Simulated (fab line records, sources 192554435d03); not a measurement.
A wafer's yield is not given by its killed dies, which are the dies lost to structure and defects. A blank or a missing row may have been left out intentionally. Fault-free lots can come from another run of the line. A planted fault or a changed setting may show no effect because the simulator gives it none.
A lot that was struck, set against a sound lot    flow n5-finfet    16 steps out of a route of 1938
Sound: the wafers L568.3, L568.4, L568.5. Struck: wafer L578.4; the same lot's L578.5 was not struck, so it is left out; see the end for the cause.
For every step that has rows: the tool of each side, followed by ch and its chambers, followed by its first start. Under that, the readings that differ: sound wafers    struck wafers    difference of the means    sigmas: that difference in standard deviations of wafers without a fault.
alike: readings whose means differ by less than 2 such deviations, and words and numbers that are the same on both sides. not compared: withheld readings, readings that some wafer has no value for, bounds like >300 that may hide the same value, and numbers for which the record gives no deviation and whose values overlap.
A row with sigmas, a row that says differs or no value, or rows on one side alone: a step with any of these is where the two part. Numbers that have no deviation but don't overlap get no sigmas and don't part them. A reading that every wafer of one side lacks parts them only if that side has two wafers or more.

N5_BEOL_M0_SAQP_DESCUM_19: chemistry O2, time 7.9 s.
  sound on rie-diel-01 ch 1,3, day 7 21:51; struck on rie-diel-06 ch 3, day 10 13:08
reading                      sound           struck  difference  sigmas
drypump-motor-current-A (A)  5.48 5.47 5.16  5.91    +0.54       +2
  alike: oes-product-au, rf-vpp-V, showerhead-plenum-p-Torr, temp-c, throttle-valve-pct
  not compared: rf-hours-counter-h
then, 1 step without rows for these wafers: N5_BEOL_M0_SAQP_ETCH_83 (etches SiARC in CF4, target depth 39 nm, time 65 s).
N5_BEOL_M0_SAQP_ETCH_84: etches SOC in N2/H2, target depth 100 nm, overetch 20 nm, time 150 s.
  sound on rie-diel-01 ch 1,3, day 7 21:56; struck on rie-diel-06 ch 3, day 10 13:14
reading                      sound           struck  difference  sigmas
drypump-motor-current-A (A)  5.48 5.49 5.15  5.92    +0.55       +2
  alike: h2-flow-sccm, oes-product-au, rf-vpp-V, showerhead-plenum-p-Torr, temp-c, throttle-valve-pct
  not compared: rf-hours-counter-h
then, 1 step without rows for these wafers: N5_BEOL_M0_SAQP_STRIP_80 (strips in N2/H2).
N5_BEOL_M0_SAQP_HM_OPEN_112: chemistry CHF3/O2, target SiO2, stops on a-Si, target depth 12 nm, time 13.5 s.
  sound on rie-diel-01 ch 1,3, day 7 22:03; struck on rie-diel-06 ch 3, day 10 13:20
  alike: drypump-motor-current-A, oes-product-au, rf-vpp-V, showerhead-plenum-p-Torr, throttle-valve-pct
  not compared: rf-hours-counter-h
then, 6 steps without rows for these wafers: N5_BEOL_M0_SAQP_STRIP_113 (strips in CHF3/O2); N5_BEOL_M0_SAQP_MANDREL_ETCH_20 (etches a-Si in HBr/Cl2, stops on SiNx, target depth 60 nm, bt time 10 s, time 30 s); N5_BEOL_M0_SAQP_STRIP_86 (strips in N2/H2); N5_BEOL_M0_SAQP_STRIP_115 (strips in post etch residue remover, time 60 s); N5_BEOL_M0_SAQP_SRD_93 (time 30 s); N5_BEOL_M0_SAQP_RECESS_114 (chemistry HF/NH3, target SiO2, target depth 14.4 nm, afs cycles 3, sublimation time 60 s).
N5_BEOL_M0_SAQP_SPACER1_ALD_98: deposits SiO2, target thk 12.8 nm, pulse time 1 s, purge time 2 s.
  sound on ald-sin-03 ch 0,1,2, day 7 22:44; struck on ald-sin-03 ch 1, day 10 14:19
  alike: heater-power-w, precursor-pulse-height-rel
N5_BEOL_M0_SAQP_SPACER1_ETCHBACK_99: etches SiO2 in CHF3/O2, target depth 15.4 nm, time 7.7 s.
  sound on rie-diel-01 ch 1,2,3, day 7 23:17; struck on rie-diel-01 ch 1, day 10 14:47
reading                 sound           struck  difference  sigmas
oes-product-au (a.u.)   0.69 0.84 0.69  1.15    +0.41       +5
throttle-valve-pct (%)  18.8 19.2 19.4  18.4    -0.7        -2
  alike: drypump-motor-current-A, rf-vpp-V, showerhead-plenum-p-Torr
  not compared: rf-hours-counter-h
N5_BEOL_M0_SAQP_MANDREL1_REMOVE_100: chemistry HBr/Cl2/O2, target a-Si, stops on SiNx, bt time 10 s.
  sound on rie-si-03 ch 1,2,3, day 7 23:22; struck on rie-si-04 ch 1, day 10 14:53
  alike: drypump-motor-current-A, oes-product-au, throttle-valve-pct
  not compared: rf-hours-counter-h
-- here the record skips 3 days between the struck wafers' starts before and after, leaving off in module BEOL_M0_SAQP and picking up in module BEOL_M4 (first step shown: number 1111 of the route) --
N5_BEOL_M4_RC_MEAS_101:
  sound on prober-02 ch 0, day 10 03:23; struck on prober-02 ch 0, day 13 14:34
reading         sound           struck  difference  sigmas
DIBL_N (mV/V)   36.5 39.5 38.8  34.4    -3.9        -2
IOFF_N (nA/um)  0.15 0.24 0.22  0.12    -0.08       -3
IOFF_P (nA/um)  0.23 0.32 0.33  0.17    -0.12       -3
ION_P (uA/um)   464 468 479     451     -19         -2
VT_N (mV)       249 247 246     254     +7          +2
VT_P (mV)       -246 -243 -242  -254    -10         -3
  alike: DIBL_P, ION_N, SS_N, SS_P
N5_PASSIVATION_PROBE_49:
  rows exist in the record for the sound wafers here (prober-01, day 14 17:16), none for the struck ones

== WHERE THEY PART ==
Earliest at N5_BEOL_M0_SAQP_DESCUM_19; latest, in this record, at N5_PASSIVATION_PROBE_49.

WHY: what the simulator had put in
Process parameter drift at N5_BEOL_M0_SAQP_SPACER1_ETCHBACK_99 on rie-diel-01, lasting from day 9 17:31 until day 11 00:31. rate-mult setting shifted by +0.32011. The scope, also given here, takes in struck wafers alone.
